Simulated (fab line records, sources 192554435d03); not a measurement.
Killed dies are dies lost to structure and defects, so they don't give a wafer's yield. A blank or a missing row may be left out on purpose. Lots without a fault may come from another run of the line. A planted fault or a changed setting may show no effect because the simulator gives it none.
Chamber matching | flow n5_finfet | N5_DUMMY_GATE_STRIP_41 on rie_diel-01: 4 sister chambers
The step strips in O2. 8 wafers are shown with their chamber, then 11 later ones without.

WAFERS WITH THEIR CHAMBER
wafer  | chamber | showerhead_plenum_p_Torr (Torr) | drypump_motor_current_A (A)
L077.6 | 1       | 2.09                            | 6.0
L079.2 | 3       | 2.00                            | 6.5
L079.6 | 3       | 2.00                            | 6.5
L081.5 | 0       | 2.12                            | 5.8
L083.2 | 2       | 2.18                            | 5.5
L083.3 | 1       | 2.09                            | 6.0
L083.5 | 2       | 2.18                            | 5.5
L086.2 | 0       | 2.11                            | 5.7

WAFERS WITHOUT THEIR CHAMBER
wafer  | showerhead_plenum_p_Torr (Torr) | drypump_motor_current_A (A)
L086.3 | 1.99                            | 6.4
L086.4 | 2.17                            | 5.5
L090.2 | 1.99                            | 6.4
L090.3 | 2.17                            | 5.5
L090.4 | 2.09                            | 6.1
L094.1 | 2.17                            | 5.5
L094.2 | 2.09                            | 6.1
L094.3 | 1.99                            | 6.4
L096.3 | 1.99                            | 6.4
L096.5 | 1.99                            | 6.4
L096.6 | 2.10                            | 5.7

WHICH CHAMBER EACH WENT THROUGH
wafer  | from the rows above | in truth
L086.3 | 3                   | 3
L086.4 | 2                   | 2
L090.2 | 3                   | 3
L090.3 | 2                   | 2
L090.4 | 1                   | 1
L094.1 | 2                   | 2
L094.2 | 1                   | 1
L094.3 | 3                   | 3
L096.3 | 3                   | 3
L096.5 | 3                   | 3
L096.6 | 0                   | 0
Placed correctly: 11 of 11. Can't be placed from these rows: 0. Placed wrongly: 0.
How it was worked out, from the rows above alone: a wafer's distance from a chamber is the root of the sum, over the readings, of the square of ((its reading less the chamber's mean) divided by the reading's scatter). The wafer belongs to the nearest chamber; if the next one is less than 2 further off, it can't be placed. A chamber's mean is the mean of its shown wafers. The scatter: the root of (the sum of the squares of (reading less its chamber's mean) over the shown wafers, divided by (wafers less chambers)).
